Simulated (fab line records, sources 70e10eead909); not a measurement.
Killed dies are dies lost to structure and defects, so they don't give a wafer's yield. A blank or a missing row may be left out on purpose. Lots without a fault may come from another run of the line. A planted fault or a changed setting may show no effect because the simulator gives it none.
A struck lot beside a sound one | flow nand_harc | 14 steps out of a route of 1159
Sound: wafers L800.1, L800.3, L800.5. Struck: wafers L796.1, L796.3, L796.6. The cause comes at the end.
At each step with rows: each side's tool, then ch and its chambers, then its first start. Under that, the readings that differ: sound wafers | struck wafers | difference of the means | sigmas: that difference in standard deviations of wafers without a fault.
alike: readings whose means differ by less than 2 such deviations, and words and numbers that are the same on both sides. not compared: withheld readings, readings that some wafer has no value for, bounds like >300 that may hide the same value, and numbers for which the record gives no deviation and whose values overlap.
The two part at a step that has a row with sigmas, a row that says differs or no value, or rows on one side only. Numbers that don't overlap but have no deviation are shown without sigmas and don't part them. A reading that every wafer of one side lacks parts them only if that side has two wafers or more.

NHARC_A_M0_CD_MEAS_09: target cd 80 nm.
  sound on cd_sem-01 ch 0, day 22 08:18; struck on cd_sem-03 ch 0, day 20 22:32
  alike: cd_nm
NHARC_A_M0_OVL_MEAS_10: pitch 160 nm.
  sound on overlay-01, day 22 08:23; struck on overlay-02, day 20 22:37
  alike: overlay_x_nm, overlay_y_nm
NHARC_A_M0_INSPECT_11:
  sound on defect_inspect-02, day 22 08:25; struck on defect_inspect-01, day 20 22:40
  alike: raw_defect_count
NHARC_A_M0_DESCUM_14: chemistry O2, time 3 s.
  sound on rie_diel-07 ch 1,3, day 22 08:29; struck on rie_diel-07 ch 2,3, day 20 22:44
  alike: drypump_motor_current_A, oes_product_au, rf_vpp_V, showerhead_plenum_p_Torr, throttle_valve_pct
  not compared: rf_hours_counter_h
then, 2 steps without rows for these wafers: NHARC_A_M0_ETCH_34 (etches the open film in N2/H2, target depth 40 nm, overetch 12 nm, time 43.94 s); NHARC_A_M0_ETCH_15 (etches the open film in C4F8/Ar, target depth 150 nm, overetch 15 nm, time 82.5 s).
NHARC_A_M0_CD_MEAS_16:
  sound on cd_sem-02, day 22 08:47; struck on cd_sem-03, day 20 23:02
  alike: cd_nm
NHARC_A_M0_STRIP_18: strips in N2/H2.
  sound on rie_diel-10 ch 0,2, day 22 08:53; struck on rie_diel-10 ch 2,3, day 20 23:07
  alike: drypump_motor_current_A, oes_product_au, rf_vpp_V, showerhead_plenum_p_Torr, throttle_valve_pct
  not compared: rf_hours_counter_h
then, 1 step without rows for these wafers: NHARC_A_M0_STRIP_19 (strips in post etch residue remover, time 600 s).
NHARC_A_M0_DEGAS_28: time 60 s.
  sound on pvd_sputter-02, day 22 09:25; struck on pvd_sputter-02, day 20 23:45
  alike: heater_power_w
NHARC_A_M0_PRE_CLEAN_29: time 30 s.
  sound on pvd_sputter-02; struck on pvd_sputter-02
  alike: heater_power_w
NHARC_A_M0_PVD_20: deposits TaN, target thk 5 nm, time 8.06 s.
  sound on pvd_sputter-02; struck on pvd_sputter-02
  alike: bias_v, cathode_dc_power_W, chamber_pressure_pa, throttle_valve_pct
NHARC_A_M0_PVD_21: deposits Cu, target thk 30 nm, time 20.49 s.
  sound on pvd_sputter-02, day 22 09:39; struck on pvd_sputter-02, day 21 00:00
  no value came back on the struck wafers for cathode_dc_power_W (W), chamber_pressure_pa (Pa), throttle_valve_pct (%); on the sound wafers cathode_dc_power_W (W) reads 4999.8 4997.9 5001.2
then, 1 step without rows for these wafers: NHARC_A_M0_ECD_22 (material Cu, target thk 400 nm).

WHERE THEY PART
Only at NHARC_A_M0_PVD_21, within this record.

WHY: what the simulator had put in
Skipped step whole: pvd_sputter-02, from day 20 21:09 on, at NHARC_A_M0_PVD_21. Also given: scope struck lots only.
